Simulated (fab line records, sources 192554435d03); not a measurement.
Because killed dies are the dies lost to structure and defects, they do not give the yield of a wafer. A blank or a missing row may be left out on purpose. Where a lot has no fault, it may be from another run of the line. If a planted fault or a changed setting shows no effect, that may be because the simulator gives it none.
Which tool was responsible? + flow n5_finfet + Sampling: 12 lots, 36 wafers, 5 of 1938 route steps

WHAT THE GAUGES READ, wafer by wafer
N5_BEOL_M3_THK_MEAS_53: measures by xrf.
| lot  | measured     | on            | M3_THK (nm)    |
|------|--------------|---------------|----------------|
| L075 | day 7 13:49  | film_metro-01 | 40.3 40.5 40.6 |
| L076 | day 8 03:49  | film_metro-02 | 43.4 42.0 40.6 |
| L079 | day 9 11:04  | film_metro-01 | 39.0 40.5 40.5 |
| L082 | day 9 22:43  | film_metro-02 | 41.5 40.4 43.6 |
| L083 | day 10 05:47 | film_metro-01 | 40.3 42.5 42.9 |
| L086 | day 10 11:43 | film_metro-01 | 43.4 44.0 41.0 |
| L088 | day 11 02:29 | film_metro-02 | 39.9 46.2 45.6 |
| L089 | day 12 01:14 | film_metro-02 | 37.7 40.6 39.1 |
| L091 | day 12 06:54 | film_metro-02 | 41.8 43.3 42.6 |
| L093 | day 12 09:35 | film_metro-02 | 40.5 43.1 41.6 |
| L095 | day 13 12:58 | film_metro-02 | 40.0 42.9 42.1 |
| L097 | day 13 18:29 | film_metro-02 | 40.9 40.9 40.7 |

TOOL THAT RAN EACH LOT (tool first, then ch and the chambers of the sampled wafers, then the start)
| lot  | N5_BEOL_M3_ETCH_77                 | N5_BEOL_M3_ETCHBACK_99             | N5_BEOL_M3_SPUTTER_79        | N5_BEOL_M3_SPUTTER_96        |
|------|------------------------------------|------------------------------------|------------------------------|------------------------------|
| L075 | rie_diel-05 ch 0,1, day 7 05:58    | rie_diel-03 ch 0,1, day 7 09:34    | pvd_sputter-01, day 7 11:29  | pvd_sputter-01, day 7 13:01  |
| L076 | rie_diel-05 ch 0,2,3, day 7 16:24  | rie_diel-05 ch 1,2,3, day 7 23:19  | pvd_sputter-02, day 8 01:32  | pvd_sputter-02, day 8 03:04  |
| L079 | rie_diel-03 ch 1,2,3, day 9 01:58  | rie_diel-03 ch 0,2,3, day 9 04:53  | pvd_sputter-03, day 9 08:44  | pvd_sputter-03, day 9 10:16  |
| L082 | rie_diel-03 ch 0,1,3, day 9 13:28  | rie_diel-05 ch 2,3, day 9 17:58    | pvd_sputter-01, day 9 20:23  | pvd_sputter-01, day 9 21:56  |
| L083 | rie_diel-03 ch 0,3, day 9 19:19    | rie_diel-03 ch 0,1,2, day 10 00:02 | pvd_sputter-03, day 10 03:24 | pvd_sputter-03, day 10 04:56 |
| L086 | rie_diel-03 ch 0,1,2, day 10 06:29 | rie_diel-03 ch 0,1,2, day 10 07:20 | pvd_sputter-02, day 10 09:10 | pvd_sputter-02, day 10 10:42 |
| L088 | rie_diel-03 ch 0,1, day 10 20:13   | rie_diel-05 ch 0,3, day 10 22:02   | pvd_sputter-03, day 11 00:09 | pvd_sputter-03, day 11 01:41 |
| L089 | rie_diel-02 ch 0,2,3, day 11 00:28 | rie_diel-02 ch 1,2, day 11 21:19   | pvd_sputter-02, day 11 22:54 | pvd_sputter-02, day 12 00:26 |
| L091 | rie_diel-03 ch 0,3, day 11 10:11   | rie_diel-02 ch 1,2,3, day 12 02:06 | pvd_sputter-03, day 12 04:34 | pvd_sputter-03, day 12 06:06 |
| L093 | rie_diel-02 ch 1,2, day 12 03:59   | rie_diel-05 ch 0,1, day 12 05:12   | pvd_sputter-03, day 12 07:16 | pvd_sputter-03, day 12 08:49 |
| L095 | rie_diel-03 ch 0,1,3, day 13 02:14 | rie_diel-02 ch 0,2, day 13 08:28   | pvd_sputter-01, day 13 10:38 | pvd_sputter-01, day 13 12:10 |
| L097 | rie_diel-03 ch 0,2,3, day 13 07:23 | rie_diel-02 ch 0,2, day 13 13:44   | pvd_sputter-02, day 13 16:10 | pvd_sputter-02, day 13 17:42 |
- N5_BEOL_M3_ETCH_77: etches underlayer in N2/H2, target depth 6.5 nm, time 5.2 s.
- N5_BEOL_M3_ETCHBACK_99: etches SiO2 in CHF3, target depth 5 nm, time 10.4 s.
- N5_BEOL_M3_SPUTTER_79: material Cu, target thk 4.5 nm, time 8.29 s.
- N5_BEOL_M3_SPUTTER_96: material Cu, target thk 4.5 nm, time 8.29 s.

THE ANSWER, worked out from the rows above alone
Rule: the usual values come from the lots themselves. The widest of any qualifying gaps counts: lots, ordered by their means at a reading, are off when they make up no more than a third of the lots, leave a main group of 4 or more, and stand apart from it by 3 or more times the standard deviation of that group's means. If all means in a main group match to the digits the tables above print for the reading, that group is not used. A lot without any number at a reading at which 4 lots or more have one is off too. Where the step has rows for the other lots, those lots are counted as sound.
Across all readings shown, no lot is off: no conclusion can be drawn from this.

WHAT THE SIMULATOR PUT IN
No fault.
